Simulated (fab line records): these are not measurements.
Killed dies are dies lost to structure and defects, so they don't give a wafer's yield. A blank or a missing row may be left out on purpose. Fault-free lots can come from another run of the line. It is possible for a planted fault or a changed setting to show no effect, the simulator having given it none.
Which of the tools did it? + flow n5_finfet + Sampling: 10 lots, 30 wafers, 5 of 1938 route steps

== WHAT EACH GAUGE READ, for each wafer ==
N5_BEOL_M4_RC_MEAS_101.
| lot  | measured     | on        | DIBL_N (mV/V)  | DIBL_P (mV/V)  | IOFF_N (nA/um)    | IOFF_P (nA/um) | ION_N (uA/um) | ION_P (uA/um) | SS_N (mV/dec)  | SS_P (mV/dec)  | VT_N (mV)         | VT_P (mV)      |
|------|--------------|-----------|----------------|----------------|-------------------|----------------|---------------|---------------|----------------|----------------|-------------------|----------------|
| L156 | day 7 20:49  | prober-02 | 35.6 36.6 35.5 | 35.4 36.4 35.4 | 0.143 0.167 0.149 | 0.19 0.20 0.19 | 663 665 674   | 459 450 461   | 71.8 72.1 71.7 | 73.3 73.2 72.7 | 252.3 249.5 251.7 | -255 -253 -255 |
| L157 | day 7 23:18  | prober-01 | 35.0 37.3 36.1 | 35.9 38.7 37.2 | 0.143 0.184 0.163 | 0.21 0.26 0.23 | 657 680 663   | 457 468 460   | 71.2 71.9 72.0 | 73.6 74.2 73.8 | 253.3 247.2 250.5 | -248 -245 -249 |
| L162 | day 9 05:38  | prober-01 | 35.7 37.9 37.6 | 35.3 38.6 37.6 | 0.135 0.182 0.172 | 0.19 0.24 0.22 | 663 680 689   | 459 464 470   | 71.3 71.5 71.0 | 73.8 74.6 74.1 | 253.6 247.2 249.3 | -253 -248 -251 |
| L164 | day 9 21:07  | prober-01 | 36.0 35.8 36.5 | 37.5 37.3 37.8 | 0.176 0.174 0.187 | 0.25 0.25 0.27 | 676 672 679   | 468 469 469   | 71.8 71.7 73.1 | 74.1 74.3 73.4 | 248.6 246.6 249.4 | -244 -248 -246 |
| L165 | day 10 00:04 | prober-02 | 33.7 35.0 35.0 | 34.2 37.2 36.4 | 0.114 0.146 0.137 | 0.14 0.18 0.17 | 642 671 670   | 441 453 453   | 71.0 71.8 71.4 | 72.4 72.6 73.4 | 256.7 250.6 253.7 | -258 -256 -256 |
| L172 | day 12 08:54 | prober-02 | 38.2 35.8 35.6 | 39.0 36.5 35.4 | 0.202 0.160 0.148 | 0.26 0.21 0.19 | 680 660 676   | 470 454 460   | 71.1 71.4 71.3 | 73.4 72.9 73.3 | 245.6 248.4 250.4 | -246 -249 -252 |
| L173 | day 12 12:41 | prober-02 | 36.8 36.8 37.8 | 38.5 38.7 40.1 | 0.174 0.182 0.198 | 0.21 0.24 0.25 | 686 684 688   | 462 470 467   | 71.9 71.7 72.4 | 73.5 73.6 73.6 | 247.8 248.8 244.6 | -251 -248 -246 |
| L175 | day 12 13:56 | prober-01 | 33.6 35.3 33.0 | 35.0 36.8 34.3 | 0.123 0.146 0.114 | 0.19 0.21 0.18 | 658 678 657   | 461 464 461   | 70.9 71.4 71.1 | 72.6 73.4 73.1 | 255.1 253.1 255.0 | -251 -252 -256 |
| L176 | day 12 18:17 | prober-02 | 37.8 35.1 34.4 | 39.6 36.1 35.9 | 0.191 0.142 0.128 | 0.22 0.17 0.17 | 679 671 656   | 457 448 454   | 71.9 71.0 70.8 | 74.2 73.7 73.8 | 247.5 251.1 255.7 | -252 -258 -254 |
| L177 | day 13 19:39 | prober-01 | 32.4 33.6 33.5 | 32.4 34.1 33.6 | 0.116 0.125 0.126 | 0.17 0.18 0.17 | 662 672 670   | 457 472 458   | 70.1 70.4 70.2 | 72.2 72.7 72.0 | 252.3 252.2 247.5 | -253 -251 -254 |

== WHICH TOOL RAN EACH LOT (tool, then ch and the chambers of the sampled wafers, then the start) ==
| lot  | N5_BEOL_M3_ANNEAL_82         | N5_BEOL_M3_SPUTTER_88        | N5_BEOL_M3_ANNEAL_51             | N5_BEOL_M3_CMP_52             |
|------|------------------------------|------------------------------|----------------------------------|-------------------------------|
| L156 | pvd_sputter-01, day 7 06:13  | pvd_sputter-01, day 7 06:34  | rtp_anneal-02 ch 0, day 7 07:39  | cmp-03 ch 1,2,3, day 7 07:56  |
| L157 | pvd_sputter-02, day 7 09:40  | pvd_sputter-02, day 7 10:02  | rtp_anneal-01 ch 0, day 7 11:17  | cmp-03 ch 0,1, day 7 11:35    |
| L162 | pvd_sputter-01, day 8 15:22  | pvd_sputter-01, day 8 15:43  | rtp_anneal-01 ch 0, day 8 16:50  | cmp-01 ch 0,1,3, day 8 17:05  |
| L164 | pvd_sputter-03, day 9 07:44  | pvd_sputter-03, day 9 08:05  | rtp_anneal-02 ch 0, day 9 12:20  | cmp-03 ch 2,3, day 9 12:40    |
| L165 | pvd_sputter-01, day 9 12:05  | pvd_sputter-01, day 9 12:27  | rtp_anneal-02 ch 0, day 9 13:34  | cmp-03 ch 0,2, day 9 13:49    |
| L172 | pvd_sputter-01, day 11 17:12 | pvd_sputter-01, day 11 17:34 | rtp_anneal-01 ch 0, day 11 18:41 | cmp-03 ch 0,1,2, day 11 18:56 |
| L173 | pvd_sputter-03, day 11 22:31 | pvd_sputter-03, day 11 22:53 | rtp_anneal-01 ch 0, day 12 00:11 | cmp-04 ch 1,2, day 12 00:29   |
| L175 | pvd_sputter-02, day 12 00:16 | pvd_sputter-02, day 12 00:38 | rtp_anneal-02 ch 0, day 12 01:50 | cmp-03 ch 0,1,2, day 12 02:10 |
| L176 | pvd_sputter-01, day 12 04:43 | pvd_sputter-01, day 12 05:04 | rtp_anneal-02 ch 0, day 12 06:14 | cmp-01 ch 0,1,3, day 12 06:43 |
| L177 | pvd_sputter-01, day 13 08:59 | pvd_sputter-01, day 13 09:20 | rtp_anneal-02 ch 0, day 13 10:25 | cmp-04 ch 1,3, day 13 10:43   |
- N5_BEOL_M3_ANNEAL_82: time 240 s.
- N5_BEOL_M3_SPUTTER_88: material Cu, target thk 4.5 nm, time 8.29 s.
- N5_BEOL_M3_ANNEAL_51: time 90 s.
- N5_BEOL_M3_CMP_52: polishes, stops on SiOC, t overpolish 6.8 s, target thk 40 nm.

== AS READ BY THE TOOLS THEMSELVES (means over the sampled wafers that have a number; for cases with no such wafer, the mark the record gives instead) ==
N5_BEOL_M3_ANNEAL_82.
| lot  | tool           | heater_power_w (W) |
|------|----------------|--------------------|
| L156 | pvd_sputter-01 | 847                |
| L157 | pvd_sputter-02 | 863                |
| L162 | pvd_sputter-01 | 788                |
| L164 | pvd_sputter-03 | 819                |
| L165 | pvd_sputter-01 | 755                |
| L172 | pvd_sputter-01 | 837                |
| L173 | pvd_sputter-03 | 885                |
| L175 | pvd_sputter-02 | 789                |
| L176 | pvd_sputter-01 | 800                |
| L177 | pvd_sputter-01 | 830                |

N5_BEOL_M3_SPUTTER_88.
| lot  | tool           | throttle_valve_pct (%) |
|------|----------------|------------------------|
| L156 | pvd_sputter-01 | 29.5                   |
| L157 | pvd_sputter-02 | 29.8                   |
| L162 | pvd_sputter-01 | 29.4                   |
| L164 | pvd_sputter-03 | 29.6                   |
| L165 | pvd_sputter-01 | 29.8                   |
| L172 | pvd_sputter-01 | 28.8                   |
| L173 | pvd_sputter-03 | 29.4                   |
| L175 | pvd_sputter-02 | 30.6                   |
| L176 | pvd_sputter-01 | 30.1                   |
| L177 | pvd_sputter-01 | 28.9                   |

N5_BEOL_M3_ANNEAL_51.
| lot  | tool          | wafer_temp_C_max |
|------|---------------|------------------|
| L156 | rtp_anneal-02 | 226.12           |
| L157 | rtp_anneal-01 | 225.68           |
| L162 | rtp_anneal-01 | 225.46           |
| L164 | rtp_anneal-02 | 225.85           |
| L165 | rtp_anneal-02 | 225.95           |
| L172 | rtp_anneal-01 | 225.58           |
| L173 | rtp_anneal-01 | 225.58           |
| L175 | rtp_anneal-02 | 225.63           |
| L176 | rtp_anneal-02 | 225.48           |
| L177 | rtp_anneal-02 | 226.26           |

N5_BEOL_M3_CMP_52.
| lot  | tool   | barrier_field_endpoint_s (s) | clearing_platen_down_force_psi (psi) | motor_current_A (A) | overpolish_run_s (s) | time_to_endpoint_s (s) |
|------|--------|------------------------------|--------------------------------------|---------------------|----------------------|------------------------|
| L156 | cmp-03 | 24.1                         | 1.499                                | 6.3                 | 6.792                | 58.6                   |
| L157 | cmp-03 | 23.8                         | 1.502                                | 6.4                 | 6.802                | 61.7                   |
| L162 | cmp-01 | 24.7                         | 1.499                                | 5.4                 | 6.808                | 61.2                   |
| L164 | cmp-03 | 24.7                         | 1.501                                | 6.3                 | 6.790                | 59.8                   |
| L165 | cmp-03 | 24.2                         | 1.500                                | 6.4                 | 6.799                | 60.5                   |
| L172 | cmp-03 | 30.9                         | 1.503                                | 6.3                 | 6.804                | 78.8                   |
| L173 | cmp-04 | 24.8                         | 1.497                                | 6.0                 | 6.796                | 62.7                   |
| L175 | cmp-03 | 29.7                         | 1.498                                | 6.4                 | 6.801                | 78.0                   |
| L176 | cmp-01 | 24.4                         | 1.498                                | 5.5                 | 6.797                | 64.0                   |
| L177 | cmp-04 | 24.4                         | 1.498                                | 5.6                 | 6.792                | 62.3                   |

== THE ANSWER, worked out from the rows above alone ==
Rule: what is usual is taken from the lots themselves. Put in order of their means at a reading, lots are off if they are a third of the lots or fewer, leave a main group of 4 or more, and stand apart from it by a gap of 3 or more times the standard deviation of the main group's means; of several such gaps the widest counts. A main group is skipped when, at the precision printed for the reading in the tables above, its means are all equal. A lot without any number at a reading at which 4 lots or more have one is off too. All remaining lots with rows at the step are treated as sound. The gauges are gone through in route order, then the tools' own readings, and for those a lot's mean is taken as printed above. The first step at which some lot is off is used, and at that step the reading that is off furthest; a lot without a number counts as furthest.
Off: L172, L175, at N5_BEOL_M3_CMP_52 (barrier_field_endpoint_s). The main group has a mean of 24.4 s with a standard deviation of 0.32.
If a tool, at that step or one of the process steps before it, ran each lot that is off and ran no sound lot following the first of them, it fits. One fits: cmp-03 at N5_BEOL_M3_CMP_52. Its last sound lot is L165 (day 9 13:49), its first lot that is off L172 (day 11 18:56): a fault that began between those two fits.
The tool's own readings at N5_BEOL_M3_CMP_52 bear it out: on the lots that are off they differ by more than 5 times the standard deviation of the sound lots' means. barrier_field_endpoint_s reads 30.3 s there against 24.4 s on the sound lots; time_to_endpoint_s reads 78.4 s there against 61.4 s on the sound lots.

== WHAT WAS PUT IN BY THE SIMULATOR ==
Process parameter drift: cmp-03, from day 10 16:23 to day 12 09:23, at N5_BEOL_M3_CMP_52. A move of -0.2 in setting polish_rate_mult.
Shown lots that were struck: L172, L175. The rule given above showed the same thing.
